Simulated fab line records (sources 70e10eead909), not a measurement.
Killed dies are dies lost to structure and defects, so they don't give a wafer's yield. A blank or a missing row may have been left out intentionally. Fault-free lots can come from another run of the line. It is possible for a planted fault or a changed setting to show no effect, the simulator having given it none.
fab line records	flow nand-harc
[record] lots = 12	wafers = 36	last-day = 24
route steps=1159 shown A_SLIT@793 A_SIN_REMOVE@805 A_WL_FILL@813 END@1159
lots that met no fault: from a run of the same line without faults
start-h: hours from the record's first day to the start of the lot's first wafer shown	wait-h: hours elapsed since this lot's preceding step	" repeats the value in the row above	L1.1+2: a row that stands for several wafers	- no value, or no start given	* or withheld: withheld	< > ~ a bound
route shown NAME@n: names a module that has steps shown in the file, with the first one's number in the route	usual: average and standard deviation across the fault-free wafers	same: alike in all rows	chamber/n: place in a boat	sites: per-site readings	_std_site: the standard deviation of these	_edge_site: mean of outer sites minus mean of inner sites	radius-mm: for every site, how far away it sits from the centre of the wafer	mask NAME#n: copy n	behind: the tool/chamber that last shaped the wafer	hold: cause of the lot's hold/its duration in hours/its outcome	device: names the non-switching transistor (n, p or np)	end of line: at the end of the route, the tests of the same wafers	step lacking rows: just its recipe	killed: at the first sort, the dies lost to defects and structure; wafer yield is something else	map: dies across one wafer; x = killed, . = not, _ = none there
set.NAME: the setting that was run; set.NAME@STEP: the one run at that earlier step	model.NAME: the simulator's own value behind a step, which no gauge read
a sample of lots followed through the steps of the route, with each step as a table and each wafer as a row
services: when a tool's chamber went out of use (start-h, in hours from the record's first day, below 0 if earlier), for how many hours, and the reason
[[steps]]
[step NHARC_A_SLIT_DESCUM_14]
[recipe] time-s = 3	o2-flow-sccm = 200	ar-flow-sccm = 0	bias-power-w = 0	chemistry = O2
[usual] drypump-motor-current-A = 5.9/0.45	oes-product-au = 1.001/0.015	rf-vpp-V = 57.7/0.76	showerhead-plenum-p-Torr = 1.90/0.076	throttle-valve-pct = 11.311/0.0086
[same] time-s = 3
lot.wafer	tool	chamber	start-h	wait-h	drypump-motor-current-A	oes-product-au	rf-hours-counter-h	rf-vpp-V	showerhead-plenum-p-Torr	throttle-valve-pct
L930.1	rie-diel-10	3	317.02	0.1	5.7	1.000	9	58.1	1.98	11.317
L930.6	"	3	"	"	5.7	1.003	-	58.0	1.98	11.308
L930.5	"	0	"	"	6.6	1.000	-	57.2	1.80	11.303
L931.1	rie-diel-05	1	317.29	0.1	5.6	0.999	13	57.9	1.82	11.299
L931.3	"	2	"	"	4.9	0.976	14	58.2	1.84	11.319
L931.4	"	3	"	"	5.6	0.975	13	57.4	1.89	11.304
L932.4	rie-diel-11	3	326.77	0.1	5.8	1.007	9	57.6	1.98	11.324
L932.2	"	2	"	"	6.2	0.990	9	58.3	1.91	11.324
L932.5	"	3	"	"	5.8	1.002	-	56.9	1.98	11.304
L933.1	rie-diel-11	1	332.64	0.1	6.1	1.009	10	58.1	1.84	11.295
L933.5	"	0	"	"	5.9	1.018	-	57.6	1.87	11.308
L933.6	"	1	"	"	6.1	1.011	-	57.1	1.84	11.324
L936.2	rie-diel-11	1	354.61	0.1	6.1	0.997	11	56.6	1.84	11.311
L936.6	"	3	"	"	5.8	0.980	-	56.5	1.98	11.325
L936.5	"	0	"	"	5.9	1.003	-	57.4	1.87	11.301
L935.2	rie-diel-11	0	355.81	0.1	5.9	1.005	12	57.5	1.87	11.304
L935.1	"	1	"	"	6.1	1.003	12	57.4	1.84	11.307
L935.3	"	2	"	"	6.2	0.974	13	58.5	1.91	11.305
L939.2	rie-diel-10	0	367.25	0.1	6.6	0.996	0	58.1	1.79	11.299
L939.3	"	2	"	"	6.3	1.014	0	57.6	2.04	11.310
L939.6	"	1	"	"	5.2	1.002	-	56.9	1.96	11.310
L941.3	rie-diel-11	2	395.08	0.1	6.2	0.999	1	57.3	1.91	11.304
L941.5	"	1	"	"	6.1	0.991	-	57.6	1.84	11.311
L941.6	"	2	"	"	6.2	0.983	-	57.5	1.91	11.311
L942.1	rie-diel-05	1	395.44	0.1	5.7	1.005	4	56.6	1.82	11.302
L942.3	"	2	"	"	4.9	0.988	4	58.1	1.84	11.316
L942.6	"	1	"	"	5.7	1.002	-	57.0	1.82	11.324
L947.4	rie-diel-11	1	421.65	0.1	6.1	0.996	4	57.5	1.84	11.324
L947.2	"	3	"	"	5.8	0.984	3	58.1	1.97	11.314
L947.6	"	1	"	"	6.1	0.990	-	57.2	1.84	11.312
L949.1	rie-diel-11	0	431.92	0.1	5.9	1.005	5	58.0	1.87	11.312
L949.2	"	3	"	"	5.8	0.980	5	59.4	1.97	11.310
L949.6	"	0	"	"	5.9	1.001	-	57.0	1.87	11.307
L952.2	rie-diel-11	3	444.20	0.1	5.8	0.982	6	57.4	1.97	11.307
L952.5	"	2	"	"	6.2	0.975	-	58.0	1.91	11.295
L952.6	"	3	"	"	5.8	0.991	-	57.4	1.97	11.311
[step NHARC_A_SIN_REMOVE_PRECLEAN_01]
[recipe] time-s = *	temp-c = 50	bath-age-min = 0	chemistry = SC1
[usual] sc1-h2o2-end-mol-l = 0.3698/0.00065
[same] time-s = *
lot.wafer	tool	chamber	start-h	wait-h	sc1-h2o2-end-mol-l
L931.3	wet-bench-01	3	330.43	0.0	0.3693
L931.4	"	5	"	"	0.3702
L931.1	"	0	"	"	0.3695
L930.5	wet-bench-02	6	330.43	0.0	0.3702
L930.6	"	7	"	"	0.3700
L930.1	"	0	"	"	0.3705
L932.2	wet-bench-02	1	337.67	0.0	0.3695
L932.5	"	3	"	"	0.3701
L932.4	"	4	"	"	0.3690
L933.6	wet-bench-02	0	344.70	0.0	0.3700
L933.1	"	2	"	"	0.3706
L933.5	"	4	"	"	0.3685
L936.6	wet-bench-02	6	372.89	0.0	0.3703
L936.5	"	1	"	"	0.3704
L936.2	"	3	"	"	0.3683
L935.3	wet-bench-09	1	372.89	0.0	0.3702
L935.1	"	2	"	"	0.3707
L935.2	"	3	"	"	0.3705
L939.2	wet-bench-09	6	378.12	0.0	0.3699
L939.3	"	1	"	"	0.3700
L939.6	"	2	"	"	0.3700
L941.6	wet-bench-02	0	406.33	0.0	0.3703
L941.3	"	2	"	"	0.3696
L941.5	"	3	"	"	0.3709
L942.6	wet-bench-01	5	406.33	0.0	0.3700
L942.3	"	6	"	"	0.3700
L942.1	"	0	"	"	0.3700
L947.6	wet-bench-02	3	430.54	0.0	0.3685
L947.2	"	4	"	"	0.3689
L947.4	"	5	"	"	0.3696
L949.6	wet-bench-01	6	445.17	0.0	0.3705
L949.2	"	7	"	"	0.3703
L949.1	"	3	"	"	0.3686
L952.5	wet-bench-09	0	455.05	0.0	0.3702
L952.6	"	1	"	"	0.3695
L952.2	"	2	"	"	0.3700
[step NHARC_A_SIN_REMOVE_INSPECT_04]
[usual] raw-defect-count = 290/67
lot.wafer	tool	chamber	start-h	wait-h	raw-defect-count
L930.1	defect-inspect-01	-	330.60	0.0	320
L930.5	"	-	"	"	256
L930.6	"	-	"	"	312
L931.1	defect-inspect-01	-	330.62	0.0	357
L931.3	"	-	"	"	264
L931.4	"	-	"	"	214
L932.2	defect-inspect-01	-	337.86	0.0	251
L932.4	"	-	"	"	227
L932.5	"	-	"	"	210
L933.1	defect-inspect-01	-	344.88	0.0	203
L933.5	"	-	"	"	204
L933.6	"	-	"	"	268
L935.1	defect-inspect-01	-	373.07	0.0	266
L935.2	"	-	"	"	248
L935.3	"	-	"	"	407
L936.2	defect-inspect-02	-	373.07	0.0	244
L936.5	"	-	"	"	295
L936.6	"	-	"	"	337
L939.2	defect-inspect-01	-	378.31	0.0	307
L939.3	"	-	"	"	302
L939.6	"	-	"	"	293
L941.3	defect-inspect-02	-	406.51	0.0	627
L941.5	"	-	"	"	632
L941.6	"	-	"	"	618
L942.1	defect-inspect-02	-	406.55	0.0	366
L942.3	"	-	"	"	252
L942.6	"	-	"	"	209
L947.2	defect-inspect-01	-	430.71	0.0	784
L947.4	"	-	"	"	618
L947.6	"	-	"	"	727
L949.1	defect-inspect-01	-	445.35	0.0	325
L949.2	"	-	"	"	254
L949.6	"	-	"	"	353
L952.2	defect-inspect-02	-	455.23	0.0	348
L952.5	"	-	"	"	261
L952.6	"	-	"	"	271
[step NHARC_A_WL_FILL_CVD_03]
[recipe] target-thk-a = 400	temp-c = 300	pressure-torr = 40	wf6-flow-sccm = 40	h2-flow-sccm = 1600	ar-flow-sccm = 1560	time-s = 3302	material = W
[usual] heater-power-w = 455/26	susceptor-temp-C = 300.00/0.21	throttle-valve-pct = 7.76/0.17
[same] time-s = 3302
lot.wafer	tool	chamber	start-h	wait-h	heater-power-w	susceptor-temp-C	throttle-valve-pct
L930.1	cvd-w-01	0	334.08	2.6	488	299.81	7.50
L930.5	"	0	335.97	4.4	498	299.82	7.87
L930.6	"	1	"	"	460	299.82	7.69
L931.1	cvd-w-02	0	334.56	2.9	435	299.68	7.51
L931.4	"	1	"	"	449	299.91	7.87
L931.3	"	0	"	"	424	300.09	7.57
L932.2	cvd-w-02	1	338.84	0.1	437	299.88	7.74
L932.4	"	1	"	"	451	300.31	7.80
L932.5	"	0	341.22	2.4	427	300.20	7.95
L933.1	cvd-w-01	1	347.58	0.5	453	-	7.70
L933.5	"	0	348.98	1.9	478	-	8.05
L933.6	"	1	"	"	459	-	7.78
L935.1	cvd-w-01	0	374.51	0.1	483	300.23	7.64
L935.2	"	1	"	"	464	300.15	7.65
L935.3	"	1	"	"	458	300.28	7.75
L936.2	cvd-w-02	1	375.78	0.9	437	299.75	7.60
L936.6	"	0	377.19	2.3	433	300.08	7.87
L936.5	"	1	"	"	445	300.00	7.46
L939.2	cvd-w-01	1	382.09	2.5	449	-	7.64
L939.3	"	1	"	"	467	-	7.80
L939.6	"	1	"	"	454	-	7.94
L941.3	cvd-w-02	0	408.54	1.1	429	299.82	7.71
L941.5	"	0	"	"	426	300.35	7.78
L941.6	"	1	"	"	442	299.96	7.45
L942.1	cvd-w-02	1	410.89	3.2	438	299.89	7.63
L942.3	"	0	"	"	416	300.01	7.38
L942.6	"	0	"	"	413	300.16	7.90
L947.2	cvd-w-02	0	436.18	4.4	421	299.79	7.75
L947.4	"	0	"	"	427	299.82	7.79
L947.6	"	1	"	"	438	299.96	7.26
L949.2	cvd-w-01	1	449.02	0.1	457	-	7.73
L949.1	"	0	"	"	495	-	7.86
L949.6	"	1	450.89	1.9	461	-	7.93
L952.2	cvd-w-01	1	458.42	2.3	465	300.12	7.92
L952.5	"	1	460.30	4.2	454	300.37	7.90
L952.6	"	0	"	"	492	299.92	7.76
[step NHARC_A_WL_FILL_STRIP_27]
[recipe] power-w = 1500	temp-c = 250	time-s = 20	chemistry = N2/H2
[usual] drypump-motor-current-A = 5.5/0.32	heater-power-w = 340/16
[same] time-s = 20
lot.wafer	tool	chamber	start-h	wait-h	drypump-motor-current-A	heater-power-w	rf-hours-counter-h
L930.1	plasma-asher-02	1	337.78	0.1	5.1	331	40
L930.5	"	1	"	"	5.1	332	-
L930.6	"	0	"	"	5.9	343	-
L931.1	plasma-asher-01	0	337.82	0.1	5.7	336	18
L931.4	"	0	"	"	5.7	339	-
L931.3	"	1	"	"	5.3	317	-
L932.2	plasma-asher-01	0	342.57	0.1	5.7	352	19
L932.4	"	1	"	"	5.3	322	-
L932.5	"	1	"	"	5.3	322	-
L933.1	plasma-asher-01	0	350.88	0.2	5.7	347	22
L933.6	"	1	"	"	5.3	317	-
L933.5	"	0	"	"	5.6	351	-
L935.2	plasma-asher-01	1	378.52	0.2	5.3	311	36
L935.1	"	0	"	"	5.7	358	36
L935.3	"	0	"	"	5.7	347	-
L936.2	plasma-asher-01	1	379.00	0.1	5.3	315	36
L936.5	"	1	"	"	5.3	315	-
L936.6	"	0	"	"	5.7	350	-
L939.2	plasma-asher-01	0	386.05	0.2	5.8	353	40
L939.3	"	0	"	"	5.7	351	-
L939.6	"	0	"	"	5.7	356	-
L941.3	plasma-asher-02	1	411.36	0.2	5.1	353	-
L941.5	"	0	"	"	5.9	340	-
L941.6	"	1	"	"	5.1	358	-
L942.1	plasma-asher-02	0	414.11	0.1	5.9	346	15
L942.3	"	0	"	"	5.9	338	-
L942.6	"	1	"	"	5.1	355	-
L947.2	plasma-asher-02	0	439.55	0.3	6.0	339	21
L947.4	"	0	"	"	6.0	345	-
L947.6	"	1	"	"	5.2	349	-
L949.2	plasma-asher-01	0	452.70	0.1	5.7	347	62
L949.1	"	1	"	"	5.3	328	62
L949.6	"	1	"	"	5.3	322	-
L952.2	plasma-asher-02	1	462.36	0.4	5.1	353	31
L952.6	"	1	"	"	5.1	361	-
L952.5	"	0	"	"	6.0	338	-
[step NHARC_END_SORT_01]
[recipe] temp-c = 25
[usual] killed-at-array = 31/11	killed-at-other = 0.5/0.78	killed-at-periphery = 3.0/2	killed-dies = 34/12	killed-open = 3.2/2	killed-short = 1.9/1.6
[same] gross-dies = 677
lot.wafer	tool	chamber	start-h	wait-h	killed-at-array	killed-at-other	killed-at-periphery	killed-dies	killed-open	killed-short
L941.3	prober-02	0	511.67	3.1	83	0	2	85	3	0
L941.5	prober-02	0	513.27	3.7	124	0	3	127	4	6
L941.6	prober-02	0	514.07	4.0	110	0	1	111	3	0
L947.2	prober-02	0	541.62	2.8	74	0	2	76	2	0
L947.4	prober-02	0	543.20	3.4	75	0	2	77	1	2
L947.6	prober-02	0	544.78	3.9	104	0	3	107	3	0
// killed by level:class
L941.3 A_SIN_REMOVE:unspecified=49 A_CHANNEL_HOLE_D1:chamber-film-flake=16 A_SLIT:chamber-film-flake=8 A_STAIRCASE:chamber-film-flake=5 A_CONTACT:chamber-film-flake=2 P_M0:geometric-particle:open=1 A_BLC:geometric-particle:open=1 A_M0:geometric-particle:open=1
L941.5 A_SIN_REMOVE:unspecified=78 A_SLIT:chamber-film-flake=13 A_CHANNEL_HOLE_D1:chamber-film-flake=11 A_STAIRCASE:chamber-film-flake=10 P_M0:geometric-particle:open=2 A_CHANNEL_FILL_D1:geometric-particle:open=2 A_M0:geometric-particle:short=2 A_ZERO_WELL:chamber-film-flake=2
L941.6 A_SIN_REMOVE:unspecified=73 A_SLIT:chamber-film-flake=12 A_STAIRCASE:chamber-film-flake=11 A_CHANNEL_HOLE_D1:chamber-film-flake=8 A_CONTACT:chamber-film-flake=3 P_CONTACT:geometric-particle:open=1 A_CHANNEL_FILL_D1:geometric-particle:open=1 A_CONTACT:geometric-particle:open=1
L947.2 A_SIN_REMOVE:unspecified=39 A_SLIT:chamber-film-flake=20 A_CHANNEL_HOLE_D1:chamber-film-flake=6 A_CONTACT:chamber-film-flake=6 P_GATE:geometric-particle:open=1 P_M2:geometric-particle:open=1 A_CHANNEL_FILL_D1:chamber-film-flake=1 A_STAIRCASE:chamber-film-flake=1
L947.4 A_SIN_REMOVE:unspecified=43 A_SLIT:chamber-film-flake=16 A_CHANNEL_HOLE_D1:chamber-film-flake=7 A_CONTACT:chamber-film-flake=4 A_CHANNEL_FILL_D1:chamber-film-flake=2 P_CONTACT:geometric-particle:open=1 P_CONTACT:geometric-particle:short=1 A_CONTACT:geometric-particle:short=1
L947.6 A_SIN_REMOVE:unspecified=76 A_SLIT:chamber-film-flake=15 A_CHANNEL_HOLE_D1:chamber-film-flake=5 A_CONTACT:chamber-film-flake=3 A_STAIRCASE:chamber-film-flake=2 P_CONTACT:geometric-particle:open=1 A_CHANNEL_FILL_D1:geometric-particle:open=1 A_CONTACT:geometric-particle:open=1
[[services]]
tool	chamber	start-h	hours	kind
rie-diel-11	0	296.59	-	clean
rie-diel-11	1	296.59	-	clean
rie-diel-11	2	296.59	-	clean
cvd-w-01	-	300.66	13.0	pm
rie-diel-10	-	313.92	1.1	repair
rie-diel-05	1	330.50	5.7	repair
rie-diel-10	-	333.76	0.2	repair
rie-diel-05	-	340.62	9.0	pm
plasma-asher-01	-	352.61	1.2	repair
rie-diel-10	-	353.64	9.0	pm
wet-bench-02	-	356.00	8.0	pm
plasma-asher-02	-	360.22	9.0	pm
rie-diel-05	1	362.97	5.0	repair
rie-diel-11	-	366.50	9.0	pm
cvd-w-01	1	366.84	4.0	repair
wet-bench-09	-	382.45	1.6	repair
cvd-w-02	-	382.85	13.0	pm
wet-bench-01	-	389.74	8.0	pm
rie-diel-05	-	389.82	0.7	repair
rie-diel-05	1	401.76	4.1	repair
rie-diel-11	0	410.46	4.4	repair
plasma-asher-01	-	453.62	9.0	pm
rie-diel-05	1	460.90	3.3	repair
rie-diel-05	2	461.31	5.2	repair
[[key]]
[first-sign] step = NHARC_A_SIN_REMOVE_INSPECT_04	reading = raw-defect-count	direction = up	sigmas = 5.7	usual = 290	struck = 668
[effect] step = NHARC_END_SORT_01	reading = killed-at-array	direction = up	sigmas = 5.8	usual = 31	struck = 95
[more-kills-born-at] NHARC_A_SIN_REMOVE_PRECLEAN_01@wet-bench-02 = 358
met-at NHARC_A_SIN_REMOVE_PRECLEAN_01
struck-lots L941,L947
tester-left-out L941,L947
not-acting-at NHARC_A_SLIT_DESCUM_14,NHARC_A_WL_FILL_CVD_03,NHARC_A_WL_FILL_STRIP_27
onset-between 372.89 406.33
[fault] kind = chamber-particle-source	tool = wet-bench-02	chamber = -	onset-h = 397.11	steps = NHARC_A_SIN_REMOVE_PRECLEAN_01	rate-per-visit-cm2 = 0.48779	end-h = 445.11
// tester-left-out: of these lots the tester's yield and bins aren't shown, on N5 and GAA mostly nor the transistor test; their killed dies are dies lost to structure and defects alone, not to doping, threshold or leakage, so they don't give the yield
